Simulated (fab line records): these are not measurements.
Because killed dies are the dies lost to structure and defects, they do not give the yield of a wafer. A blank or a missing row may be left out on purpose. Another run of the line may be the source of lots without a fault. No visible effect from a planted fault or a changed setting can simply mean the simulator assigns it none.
fab line records -- flow n5_finfet
record lots=6, wafers=17, last_day=18
route steps=1938 shown BEOL_M12@1606 PASSIVATION@1936
lots that met no fault: taken from a fault-free run of the same line
start_h: hours from the record's opening day to when the first of the lot's shown wafers began -- wait_h: hours elapsed since this lot's preceding step -- " identical to the entry in the row above -- L1.1+2: several wafers, shown together as one row -- - no value, or no start was given -- * or withheld: withheld -- < > ~ a bound
route shown NAME@n: names a module that has steps shown in the file, with the first one's number in the route -- usual: average and standard deviation across the fault-free wafers -- same: alike in all rows -- chamber/n: place in a boat -- sites: each site's reading -- _std_site: how widely they spread, as a standard deviation -- _edge_site: mean of outer sites minus mean of inner sites -- radius_mm: how far each site lies from the wafer's centre -- mask NAME#n: copy n -- behind: the tool/chamber that last shaped the wafer -- hold: reason for holding the lot/hours on hold/outcome of the hold -- device: the n, p or np transistor that did not switch -- end of line: the tests these same wafers got at the end of their route -- a step without rows: its recipe alone -- killed: not the wafer's yield, but the dies lost to structure and defects at the first sort -- map: the dies of a wafer, with x for killed, . for not killed, _ for no die there
set.NAME: the setting as run; set.NAME@STEP: as run at that earlier step -- model.NAME: the simulator's own value behind a step, which no gauge read
lots at some steps of the route; a table a step, a row a wafer
services: a tool's chamber out of use, with start hour (start_h, from the record's first day; less than 0 if before it), hours out, and reason
## steps
# step N5_BEOL_M12_EBR_06
# recipe solvent=PGMEA, ebr_width_mm=1.5
# step N5_BEOL_M12_SOFTBAKE_05
# recipe temp_c=130, time_s=60
# step N5_BEOL_M12_EXPOSE_07
# recipe mask_id=V11, na=0.93, source_shape=conventional, sigma_outer=0.6, polarization=unpolarized, attpsm_phase_deg=180, dose_mj=32.5
# step N5_BEOL_M12_PEB_08
# recipe peb_temp_c=130, peb_time_s=90
# step N5_BEOL_M12_DEVELOP_09
# recipe develop_time_s=45, rinse_liquid=diw, dry=air_spin, dev_temp_c=21
# step N5_BEOL_M12_HARDBAKE_14
# recipe temp_c=130, time_s=120
# step N5_BEOL_M12_CD_MEAS_10
# recipe target_cd_nm=140, landing_energy_ev=500, detector=se_inlens, polarity=opening
# usual cd_nm=141.5/2.3
lot.wafer,tool,chamber,start_h,wait_h,cd_nm
L847.1,cd_sem-01,0,273.41,-,140.0
L847.4,cd_sem-01,0,273.41,-,141.6
L847.6,cd_sem-01,0,273.41,-,140.2
L848.1,cd_sem-02,0,289.37,-,142.7
L848.2,cd_sem-02,0,289.37,-,139.7
L848.5,cd_sem-02,0,289.37,-,143.9
L852.1,cd_sem-03,0,325.53,-,139.8
L852.3,cd_sem-03,0,325.53,-,142.8
L852.4,cd_sem-03,0,325.53,-,141.3
L854.4,cd_sem-03,0,336.17,-,143.8
L854.5,cd_sem-03,0,336.17,-,143.9
L854.6,cd_sem-03,0,336.17,-,140.4
L859.3,cd_sem-03,0,380.26,-,142.3
L859.4,cd_sem-03,0,380.26,-,139.3
L859.5,cd_sem-03,0,380.26,-,142.6
L863.1,cd_sem-02,0,390.88,-,141.4
L863.5,cd_sem-02,0,390.88,-,141.3
# step N5_BEOL_M12_OVL_MEAS_11
# recipe points_per_wafer=44
# usual V11_OVL=0/4.8
lot.wafer,tool,chamber,start_h,wait_h,V11_OVL[nm]
L847.1,overlay-01,0,273.44,0.0,4
L847.4,overlay-01,0,273.44,0.0,5
L847.6,overlay-01,0,273.44,0.0,10
L848.1,overlay-02,0,289.40,0.0,6
L848.2,overlay-02,0,289.40,0.0,1
L848.5,overlay-02,0,289.40,0.0,-4
L852.1,overlay-02,0,325.56,0.0,4
L852.3,overlay-02,0,325.56,0.0,-1
L852.4,overlay-02,0,325.56,0.0,-5
L854.4,overlay-02,0,336.20,0.0,1
L854.5,overlay-02,0,336.20,0.0,8
L854.6,overlay-02,0,336.20,0.0,0
L859.3,overlay-01,0,380.29,0.0,5
L859.4,overlay-01,0,380.29,0.0,0
L859.5,overlay-01,0,380.29,0.0,-2
L863.1,overlay-02,0,390.91,0.0,-3
L863.5,overlay-02,0,390.91,0.0,-3
# step N5_BEOL_M12_INSPECT_12
# recipe mode=adi, inspect_instrument=macro
# usual raw_defect_count=1.8/1.3
lot.wafer,tool,chamber,start_h,wait_h,raw_defect_count
L847.1,defect_inspect-02,-,273.46,0.0,4
L847.4,defect_inspect-02,-,273.46,0.0,4
L847.6,defect_inspect-02,-,273.46,0.0,2
L848.1,defect_inspect-02,-,289.42,0.0,1
L848.2,defect_inspect-02,-,289.42,0.0,2
L848.5,defect_inspect-02,-,289.42,0.0,4
L852.1,defect_inspect-02,-,325.58,0.0,4
L852.3,defect_inspect-02,-,325.58,0.0,1
L852.4,defect_inspect-02,-,325.58,0.0,2
L854.4,defect_inspect-02,-,336.23,0.0,0
L854.5,defect_inspect-02,-,336.23,0.0,0
L854.6,defect_inspect-02,-,336.23,0.0,1
L859.3,defect_inspect-02,-,380.31,0.0,3
L859.4,defect_inspect-02,-,380.31,0.0,0
L859.5,defect_inspect-02,-,380.31,0.0,1
L863.1,defect_inspect-02,-,390.94,0.0,2
L863.5,defect_inspect-02,-,390.94,0.0,4
# step N5_BEOL_M12_DESCUM_15
# recipe chemistry=O2, time_s=7.9, source_power_w=50, bias_power_w=20, pressure_mtorr=20, rf_frequency_hz=2.712e+07, temp_c=40, o2_flow_sccm=225
# usual drypump_motor_current_A=5.7/0.42, oes_product_au=0.84/0.079, rf_vpp_V=243.6/1.2, showerhead_plenum_p_Torr=2.12/0.062, temp_c=39.98/0.1, throttle_valve_pct=20.36/0.19
lot.wafer,tool,chamber,start_h,wait_h,drypump_motor_current_A,oes_product_au,rf_hours_counter_h,rf_vpp_V,showerhead_plenum_p_Torr,temp_c,throttle_valve_pct
L847.1,rie_diel-06,1,273.81,0.3,6.5,0.89,32,243.6,2.13,39.97,20.04
L847.4,rie_diel-06,0,273.81,0.3,5.3,0.66,241,242.2,1.98,39.99,20.53
L847.6,rie_diel-06,0,273.81,0.3,5.3,0.66,-,240.7,1.98,39.98,20.53
L848.1,rie_diel-06,2,289.67,0.2,6.4,0.85,50,245.0,2.14,39.99,20.39
L848.2,rie_diel-06,0,289.67,0.2,5.3,0.65,246,240.6,1.97,40.08,20.52
L848.5,rie_diel-06,3,289.67,0.2,5.7,0.84,-,243.6,2.11,39.99,20.07
L852.1,rie_diel-06,2,325.70,0.1,6.4,0.83,62,244.9,2.14,39.86,20.42
L852.3,rie_diel-06,3,325.70,0.1,5.7,0.82,71,244.5,2.10,39.93,20.07
L852.4,rie_diel-06,1,325.70,0.1,6.5,0.87,49,243.2,2.13,40.15,20.09
L854.4,rie_diel-04,2,336.30,0.1,5.8,0.75,-,244.3,2.19,39.95,20.65
L854.5,rie_diel-04,1,336.30,0.1,5.4,0.90,-,243.7,2.14,40.05,20.30
L854.6,rie_diel-04,3,336.30,0.1,5.3,0.91,-,241.8,2.05,40.00,20.43
L859.3,rie_diel-05,2,380.46,0.1,5.7,0.71,199,244.5,2.17,39.90,20.54
L859.4,rie_diel-05,1,380.46,0.1,6.1,0.80,110,243.0,2.12,39.99,20.29
L859.5,rie_diel-05,1,380.46,0.1,6.1,0.80,-,243.8,2.12,39.91,20.28
L863.1,rie_diel-05,1,390.97,0.0,6.1,0.80,114,243.3,2.12,40.16,20.29
L863.5,rie_diel-05,0,390.97,0.0,5.4,0.80,-,241.0,2.03,40.20,20.53
# step N5_BEOL_M12_ETCH_59
# recipe chemistry=N2/H2, target=BARC, target_depth_a=890, overetch_a=267, time_s=67.9, ion_energy_ev=200, pressure_mtorr=30, source_w=840, bias_w=150, n2_flow_sccm=200, h2_flow_sccm=200
# usual bias_w=150.0/0.45, drypump_motor_current_A=5.7/0.42, oes_product_au=0.71/0.064, rf_vpp_V=524.8/2.2, showerhead_plenum_p_Torr=2.57/0.071, throttle_valve_pct=17.75/0.2
lot.wafer,tool,chamber,start_h,wait_h,bias_w,drypump_motor_current_A,oes_product_au,rf_hours_counter_h,rf_vpp_V,showerhead_plenum_p_Torr,throttle_valve_pct
L847.1,rie_diel-06,1,273.84,0.0,149.6,6.5,0.77,32,524.4,2.58,17.40
L847.4,rie_diel-06,0,273.84,0.0,150.1,5.4,0.57,241,520.0,2.38,17.90
L847.6,rie_diel-06,0,273.84,0.0,150.2,5.4,0.57,-,518.9,2.38,17.91
L848.1,rie_diel-06,2,289.71,0.0,150.6,6.4,0.75,50,523.9,2.57,17.53
L848.2,rie_diel-06,0,289.71,0.0,149.8,5.4,0.57,246,520.7,2.38,17.91
L848.5,rie_diel-06,3,289.71,0.0,149.8,5.7,0.71,-,525.3,2.59,17.62
L852.1,rie_diel-06,2,325.73,0.0,149.4,6.4,0.75,62,524.2,2.56,17.53
L852.3,rie_diel-06,3,325.73,0.0,150.2,5.7,0.70,71,525.8,2.58,17.63
L852.4,rie_diel-06,1,325.73,0.0,149.7,6.5,0.75,49,525.9,2.57,17.44
L854.4,rie_diel-04,2,336.35,0.0,150.3,5.8,0.65,-,528.1,2.63,17.90
L854.5,rie_diel-04,1,336.35,0.0,150.4,5.4,0.76,-,525.1,2.61,17.94
L854.6,rie_diel-04,3,336.35,0.0,149.9,5.3,0.76,-,522.0,2.48,17.72
L859.3,rie_diel-05,2,380.50,0.0,150.0,5.6,0.61,199,525.9,2.65,18.19
L859.4,rie_diel-05,1,380.50,0.0,150.3,6.1,0.67,110,524.9,2.56,17.60
L859.5,rie_diel-05,1,380.50,0.0,150.1,6.1,0.67,-,524.1,2.56,17.60
L863.1,rie_diel-05,1,391.01,0.0,149.2,6.1,0.67,114,525.7,2.56,17.58
L863.5,rie_diel-05,0,391.01,0.0,149.4,5.4,0.69,-,521.0,2.48,18.05
# step N5_BEOL_M12_VIA_ETCH_16
# recipe chemistry=C4F8/O2/Ar, target=SiOC, pressure_mtorr=30, source_w=3000, bias_w=700, Ar_flow_sccm=400, C4F8_flow_sccm=15, O2_flow_sccm=8, he_inner_torr=15, he_outer_torr=30, target_depth_a=7248, time_s=withheld, ion_energy_ev=250, ends=cleared
# usual O2_flow_sccm=7.997/0.021, bias_w=699.9/2.2, drypump_motor_current_A=5.7/0.42, oes_product_au=0.76/0.07, rf_vpp_V=666.6/2.6, showerhead_plenum_p_Torr=3.45/0.09, throttle_valve_pct=24.11/0.21
lot.wafer,tool,chamber,start_h,wait_h,O2_flow_sccm,bias_w,drypump_motor_current_A,oes_product_au,rf_vpp_V,showerhead_plenum_p_Torr,throttle_valve_pct
L847.1,rie_diel-06,1,273.89,0.0,8.013,699.5,6.5,0.80,667.2,3.49,23.92
L847.4,rie_diel-06,0,273.89,0.0,8.001,701.3,5.4,0.61,660.0,3.29,24.55
L847.6,rie_diel-06,0,273.89,0.0,7.998,701.2,5.4,0.60,659.5,3.29,24.55
L848.1,rie_diel-06,2,289.76,0.0,8.062,697.5,6.4,0.80,668.2,3.44,23.86
L848.2,rie_diel-06,0,289.76,0.0,7.995,698.2,5.4,0.60,659.9,3.29,24.55
L848.5,rie_diel-06,3,289.76,0.0,7.991,700.8,5.7,0.76,666.8,3.44,23.83
L852.1,rie_diel-06,2,325.78,0.0,7.989,699.5,6.4,0.77,666.6,3.43,23.89
L852.3,rie_diel-06,3,325.78,0.0,8.010,702.2,5.7,0.73,667.3,3.44,23.83
L852.4,rie_diel-06,1,325.78,0.0,7.983,702.4,6.5,0.79,667.0,3.48,23.91
L854.4,rie_diel-04,2,336.46,0.1,8.002,702.5,5.9,0.69,668.3,3.54,24.30
L854.5,rie_diel-04,1,336.46,0.1,7.988,695.5,5.4,0.81,666.8,3.45,23.92
L854.6,rie_diel-04,3,336.46,0.1,7.986,699.3,5.3,0.81,663.0,3.34,24.18
L859.3,rie_diel-05,2,380.55,0.0,8.003,697.6,5.8,0.65,667.3,3.50,24.16
L859.4,rie_diel-05,1,380.55,0.0,7.987,697.0,6.1,0.72,665.2,3.44,23.96
L859.5,rie_diel-05,1,380.55,0.0,8.011,699.7,6.1,0.72,666.1,3.44,23.95
L863.1,rie_diel-05,1,391.06,0.0,7.996,700.0,6.2,0.72,667.9,3.44,23.96
L863.5,rie_diel-05,0,391.06,0.0,8.025,701.4,5.4,0.73,663.2,3.32,24.23
# step N5_BEOL_M12_STRIP_63
# recipe chemistry=N2/H2, power_w=1000, temp_c=250, h2_frac=0.65, overash_fraction=0.3, pressure_mtorr=1000, n2_flow_sccm=1750, h2_flow_sccm=3250
# usual drypump_motor_current_A=5.7/0.51, h2_flow_sccm=3251/10, heater_power_w=347/19, oes_product_au=0.693/0.0045, strip_time_to_endpoint_s=42.6/0.98, temp_c=250.01/0.19
lot.wafer,tool,chamber,start_h,wait_h,drypump_motor_current_A,h2_flow_sccm,heater_power_w,oes_product_au,rf_hours_counter_h,strip_time_to_endpoint_s,temp_c
L847.1,plasma_asher-01,0,276.71,-,5.1,3246,372,0.703,82,42.6,249.91
L847.4,plasma_asher-01,0,276.71,-,5.1,3244,383,0.688,-,43.8,249.83
L847.6,plasma_asher-01,1,276.71,-,6.4,3243,335,0.695,-,44.0,250.11
L848.1,plasma_asher-02,0,289.96,-,5.8,3247,317,0.697,122,43.3,249.64
L848.2,plasma_asher-02,1,289.96,-,5.5,3250,346,0.693,122,43.8,249.98
L848.5,plasma_asher-02,1,289.96,-,5.5,3243,347,0.693,-,42.0,249.79
L852.1,plasma_asher-01,1,325.98,-,6.4,2922,330,0.690,93,43.7,249.68
L852.3,plasma_asher-01,1,325.98,-,6.4,2912,334,0.693,-,42.4,249.76
L852.4,plasma_asher-01,0,325.98,-,5.1,2930,377,0.688,-,41.2,250.29
L854.4,plasma_asher-01,1,336.59,-,6.5,2920,337,0.694,-,41.3,249.72
L854.5,plasma_asher-01,0,336.59,-,5.1,2937,368,0.694,-,41.3,250.04
L854.6,plasma_asher-01,1,336.59,-,6.4,2924,331,0.689,-,40.5,250.05
L859.3,plasma_asher-02,0,380.77,-,5.8,3246,322,0.688,-,42.8,250.02
L859.4,plasma_asher-02,1,380.77,-,5.5,3260,347,0.691,-,42.6,250.09
L859.5,plasma_asher-02,0,380.77,-,5.8,3237,328,0.692,-,41.6,250.19
L863.1,plasma_asher-02,1,391.26,-,5.5,3264,346,0.697,142,42.9,250.18
L863.5,plasma_asher-02,1,391.26,-,5.5,3253,350,0.693,-,43.5,250.16
# step N5_BEOL_M12_STRIP_64
# recipe chemistry=N2/H2, power_w=1000, temp_c=250, h2_frac=0.65, overash_fraction=0.3, pressure_mtorr=withheld, n2_flow_sccm=1750, h2_flow_sccm=3250
# usual drypump_motor_current_A=5.7/0.5, h2_flow_sccm=3249/9.2, heater_power_w=347/19, oes_product_au=0.715/0.0045, strip_time_to_endpoint_s=31.34/0.071, temp_c=250.02/0.19
lot.wafer,tool,chamber,start_h,wait_h,drypump_motor_current_A,h2_flow_sccm,heater_power_w,oes_product_au,rf_hours_counter_h,strip_time_to_endpoint_s,temp_c
L847.1,plasma_asher-01,0,276.77,0.0,5.1,3233,372,0.717,82,31.26,250.04
L847.4,plasma_asher-01,0,276.77,0.0,5.1,3234,374,0.718,-,31.33,250.04
L847.6,plasma_asher-01,1,276.77,0.0,6.4,3248,338,0.715,-,31.30,249.68
L848.1,plasma_asher-02,0,290.02,0.0,5.8,3237,328,0.712,122,31.29,249.83
L848.2,plasma_asher-02,1,290.02,0.0,5.5,3266,340,0.714,122,31.27,249.97
L848.5,plasma_asher-02,1,290.02,0.0,5.5,3255,350,0.712,-,31.27,250.05
L852.1,plasma_asher-01,1,326.04,0.0,6.4,3236,334,0.708,93,31.25,249.75
L852.3,plasma_asher-01,1,326.04,0.0,6.4,3252,341,0.709,-,31.27,249.56
L852.4,plasma_asher-01,0,326.04,0.0,5.1,3261,366,0.705,-,31.20,249.98
L854.4,plasma_asher-01,1,336.65,0.0,6.4,3259,341,0.715,-,31.38,249.94
L854.5,plasma_asher-01,0,336.65,0.0,5.1,3259,370,0.715,-,31.36,250.08
L854.6,plasma_asher-01,1,336.65,0.0,6.4,3237,328,0.716,-,31.38,249.99
L859.3,plasma_asher-02,0,380.83,0.0,5.8,3252,320,0.730,-,31.30,250.34
L859.4,plasma_asher-02,1,380.83,0.0,5.4,3263,349,0.715,-,31.27,249.78
L859.5,plasma_asher-02,0,380.83,0.0,5.8,3243,333,0.719,-,31.32,250.18
L863.1,plasma_asher-02,1,391.32,0.0,5.5,3237,348,0.716,142,31.33,249.76
L863.5,plasma_asher-02,1,391.32,0.0,5.4,3239,349,0.712,-,31.33,250.09
# step N5_PASSIVATION_PROBE_49
# usual defect_limited_yield=91.1/1.3, killed_at_M0_to_M3=32/9.7, killed_at_M4_up=16/6, killed_at_contacts=12/5.9, killed_at_front_end=41/11, killed_at_other=4/3.1, killed_dies=104/16, killed_open=68/12, killed_short=34/7.4, sort_bin_5_function=5.1/0.85, sort_bin_6_memory=3.3/0.66, sort_n_pass=1075/16, sort_yield_pct=91.1/1.4
# same gross_dies=1180, killed_at_back_side=0, sort_bin_4_leakage[%]=0, sort_bin_8_speed[%]=0
lot.wafer,tool,chamber,start_h,wait_h,defect_limited_yield[%],killed_at_M0_to_M3,killed_at_M4_up,killed_at_contacts,killed_at_front_end,killed_at_other,killed_dies,killed_open,killed_short,sort_bin_5_function[%],sort_bin_6_memory[%],sort_n_pass,sort_yield_pct[%]
L847.1,prober-01,-,321.37,0.0,91.8,27,22,15,31,2,97,61,34,4.6,3.5,1083,91.8
L847.4,prober-01,-,321.52,0.2,91.2,22,14,10,54,4,104,70,33,5.5,3.1,1076,91.2
L847.6,prober-01,-,321.62,0.3,93.6,29,11,2,32,2,76,52,24,4.2,2.1,1104,93.6
L848.1,prober-01,-,332.20,0.0,92.9,17,10,21,32,4,84,46,37,4.0,2.7,1096,92.9
L848.2,prober-01,-,332.25,0.1,91.8,32,12,17,34,2,97,51,40,4.5,3.1,1083,91.8
L848.5,prober-01,-,332.40,0.2,89.2,27,19,21,58,3,128,79,47,6.1,4.2,1052,89.2
L852.1,prober-01,-,367.56,0.0,89.4,37,9,2,68,9,125,78,36,5.6,3.7,1055,89.4
L852.3,prober-01,-,367.66,0.1,91.8,38,9,6,39,5,97,68,29,5.3,2.6,1083,91.8
L852.4,prober-01,-,367.71,0.2,92.3,27,11,4,44,5,91,67,24,4.0,3.5,1089,92.3
L854.4,prober-01,-,370.73,0.2,91.7,19,16,17,46,0,98,64,31,4.5,3.7,1082,91.7
L854.5,prober-01,-,370.78,0.2,93.1,17,28,6,30,0,81,57,21,3.5,3.2,1099,93.1
L854.6,prober-01,-,370.83,0.3,91.1,29,20,7,49,0,105,69,34,5.6,2.9,1075,91.1
L859.3,prober-01,-,425.39,0.1,90.3,30,12,17,50,5,114,72,41,6.0,3.5,1066,90.3
L859.4,prober-01,-,425.44,0.2,88.6,32,28,5,67,3,135,94,34,6.8,4.0,1045,88.6
L859.5,prober-01,-,425.49,0.2,90.2,42,14,4,53,3,116,65,41,4.7,3.6,1064,90.2
L863.1,prober-02,-,442.73,0.6,90.4,28,9,21,54,1,113,66,46,5.3,3.7,1067,90.4
L863.5,prober-02,-,442.93,0.8,90.5,30,11,17,52,2,112,80,32,5.8,3.2,1068,90.5
# killed by level:class
L847.1 MOL_CONTACT_COAG:geometric_particle:open=12 STI_FIN_REVEAL:geometric_particle:open=8 BEOL_M0_SAQP:geometric_particle:open=8 BEOL_M1:geometric_particle:short=7 BEOL_M5:geometric_particle:open=7 BEOL_M4:geometric_particle:open=5 STI_FIN_REVEAL:geometric_particle:short=4 FIN_SAQP:geometric_particle:short=3
L847.4 FIN_SAQP:geometric_particle:short=10 FIN_SAQP:geometric_particle:open=9 STI_FIN_REVEAL:geometric_particle:open=9 MOL_CONTACT_COAG:geometric_particle:open=9 BEOL_M0_SAQP:geometric_particle:open=8 DUMMY_GATE:geometric_particle:open=8 BEOL_M4:geometric_particle:open=5 ILD0:geometric_particle:short=4
L847.6 FIN_SAQP:geometric_particle:open=10 BEOL_M0_SAQP:geometric_particle:open=10 BEOL_M2:geometric_particle:open=8 BEOL_M5:geometric_particle:open=4 BEOL_M0_SAQP:geometric_particle:short=4 STI_FIN_REVEAL:geometric_particle:open=3 GATE_CUT:geometric_particle:short=3 BEOL_M1:geometric_particle:short=3
L848.1 MOL_CONTACT_COAG:geometric_particle:open=16 FIN_SAQP:geometric_particle:short=10 FIN_SAQP:geometric_particle:open=7 BEOL_M0_SAQP:geometric_particle:short=6 MOL_CONTACT_COAG:geometric_particle:short=5 ILD0:geometric_particle:open=3 BEOL_M1:geometric_particle:short=3 PASS1_CAP:geometric_particle:short=3
L848.2 FIN_SAQP:geometric_particle:short=15 MOL_CONTACT_COAG:geometric_particle:open=13 BEOL_M0_SAQP:geometric_particle:open=7 BEOL_M5:geometric_particle:open=6 BEOL_M1:geometric_particle:open=6 BEOL_M0_SAQP:geometric_particle:short=5 MOL_CONTACT_COAG:geometric_particle:short=4 BEOL_M2:geometric_particle:open=4
L848.5 FIN_SAQP:geometric_particle:short=17 FIN_SAQP:geometric_particle:open=16 MOL_CONTACT_COAG:geometric_particle:open=16 BEOL_M3:geometric_particle:open=11 BEOL_M5:geometric_particle:open=7 DUMMY_GATE:geometric_particle:open=5 GATE_CUT:geometric_particle:short=5 MOL_CONTACT_COAG:geometric_particle:short=5
L852.1 FIN_SAQP:geometric_particle:open=18 BEOL_M2:geometric_particle:open=12 FIN_SAQP:geometric_particle:short=11 HKMG_FIN:area_etch=10 GATE_CUT:geometric_particle:open=8 BEOL_M0:geometric_particle:open=7 BEOL_M0_SAQP:geometric_particle:open=7 GATE_CUT:geometric_particle:short=6
L852.3 FIN_SAQP:geometric_particle:open=15 BEOL_M1:geometric_particle:open=8 FIN_SAQP:geometric_particle:short=7 BEOL_M2:geometric_particle:open=7 BEOL_M0_SAQP:geometric_particle:open=6 BEOL_M0:geometric_particle:open=5 STI_FIN_REVEAL:geometric_particle:open=4 MOL_CONTACT_COAG:geometric_particle:open=4
L852.4 FIN_SAQP:geometric_particle:open=14 GATE_CUT:geometric_particle:open=7 BEOL_M2:geometric_particle:open=7 ILD0:geometric_particle:open=6 BEOL_M0_SAQP:geometric_particle:open=6 BEOL_M0_SAQP:geometric_particle:short=6 BEOL_M4:geometric_particle:open=6 STARTING-WAFER:geometric_particle:open=5
L854.4 FIN_SAQP:geometric_particle:open=19 MOL_CONTACT_COAG:geometric_particle:open=14 FIN_SAQP:geometric_particle:short=11 BEOL_M0_SAQP:geometric_particle:short=6 STI_FIN_REVEAL:geometric_particle:open=5 BEOL_M2:geometric_particle:open=4 BEOL_M4:geometric_particle:open=4 STARTING-WAFER:geometric_particle:short=4
L854.5 BEOL_M4:geometric_particle:open=13 FIN_SAQP:geometric_particle:open=12 STI_FIN_REVEAL:geometric_particle:open=6 BEOL_M4:geometric_particle:short=6 FIN_SAQP:geometric_particle:short=4 MOL_CONTACT_COAG:geometric_particle:open=4 BEOL_M2:geometric_particle:open=4 BEOL_M0_SAQP:geometric_particle:short=3
L854.6 FIN_SAQP:geometric_particle:open=15 FIN_SAQP:geometric_particle:short=11 BEOL_M1:geometric_particle:open=8 MOL_CONTACT_COAG:geometric_particle:open=7 BEOL_M2:geometric_particle:open=7 BEOL_M4:geometric_particle:short=5 BEOL_M5:geometric_particle:open=5 BEOL_M6:geometric_particle:open=5
L859.3 MOL_CONTACT_COAG:geometric_particle:open=16 FIN_SAQP:geometric_particle:short=15 BEOL_M0_SAQP:geometric_particle:short=12 FIN_SAQP:geometric_particle:open=9 DUMMY_GATE:geometric_particle:open=7 BEOL_M4:geometric_particle:open=6 STI_FIN_REVEAL:geometric_particle:open=5 BEOL_M2:geometric_particle:open=5
L859.4 BEOL_M4:geometric_particle:open=18 FIN_SAQP:geometric_particle:open=16 DUMMY_GATE:geometric_particle:open=13 BEOL_M0_SAQP:geometric_particle:open=13 STI_FIN_REVEAL:geometric_particle:open=12 FIN_SAQP:geometric_particle:short=9 BEOL_M0_SAQP:geometric_particle:short=7 BEOL_M3:geometric_particle:open=6
L859.5 BEOL_M0_SAQP:geometric_particle:short=13 FIN_SAQP:geometric_particle:open=11 HKMG_FIN:area_etch=9 BEOL_M3:geometric_particle:open=8 BEOL_M0_SAQP:geometric_particle:open=7 BEOL_M2:geometric_particle:open=6 BEOL_M4:geometric_particle:open=6 STI_FIN_REVEAL:geometric_particle:open=5
L863.1 FIN_SAQP:geometric_particle:open=22 MOL_CONTACT_COAG:geometric_particle:open=15 FIN_SAQP:geometric_particle:short=14 BEOL_M0_SAQP:geometric_particle:short=8 BEOL_M1:geometric_particle:short=8 MOL_CONTACT_COAG:geometric_particle:short=6 STI_FIN_REVEAL:geometric_particle:open=5 BEOL_M1:geometric_particle:open=5
L863.5 FIN_SAQP:geometric_particle:open=18 MOL_CONTACT_COAG:geometric_particle:open=15 BEOL_M0_SAQP:geometric_particle:open=9 BEOL_M0_SAQP:geometric_particle:short=9 STI_FIN_REVEAL:geometric_particle:open=7 DUMMY_GATE:geometric_particle:open=6 FIN_SAQP:geometric_particle:short=5 STARTING-WAFER:geometric_particle:open=5
## services
tool,chamber,start_h,hours,kind
rie_diel-04,3,250.90,-,clean
rie_diel-04,3,250.90,-,consumable_replace:focus_ring
rie_diel-04,3,250.90,25.0,scheduled_down
rie_diel-04,3,250.90,25.0,vent_cycle
rie_diel-04,1,252.29,3.0,repair
rie_diel-06,2,275.94,2.5,repair
rie_diel-05,3,283.73,-,clean
rie_diel-05,3,283.73,-,consumable_replace:focus_ring
rie_diel-05,3,283.73,26.2,scheduled_down
rie_diel-05,3,283.73,26.2,vent_cycle
rie_diel-06,0,300.33,-,clean
rie_diel-06,0,300.33,-,consumable_replace:focus_ring
rie_diel-06,0,300.33,-,consumable_replace:showerhead
rie_diel-06,0,300.33,15.9,scheduled_down
rie_diel-06,0,300.33,15.9,vent_cycle
plasma_asher-02,-,346.46,2.8,pm
## key
first_sign step=N5_BEOL_M12_STRIP_63, reading=h2_flow_sccm, direction=down, sigmas=32, usual=3251, struck=2924
effect none on later readings
met_at N5_BEOL_M12_STRIP_63
struck_wafers L852.1,L852.3,L852.4,L854.4,L854.5,L854.6
baseline_loss step=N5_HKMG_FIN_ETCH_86, wafers=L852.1
onset_between 276.71 325.98
fault kind=process_parameter_drift, tool=plasma_asher-01, chamber=-, onset_h=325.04, steps=N5_BEOL_M12_STRIP_63, channel=h2_flow_sccm, offset=-325, shape=step, end_h=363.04, acts_in=these_recipes_only, stated=3250
# baseline_loss: these wafers lose ten dies or more at that step, a loss of the line's own and not of a fault; the sort's usual values leave them out
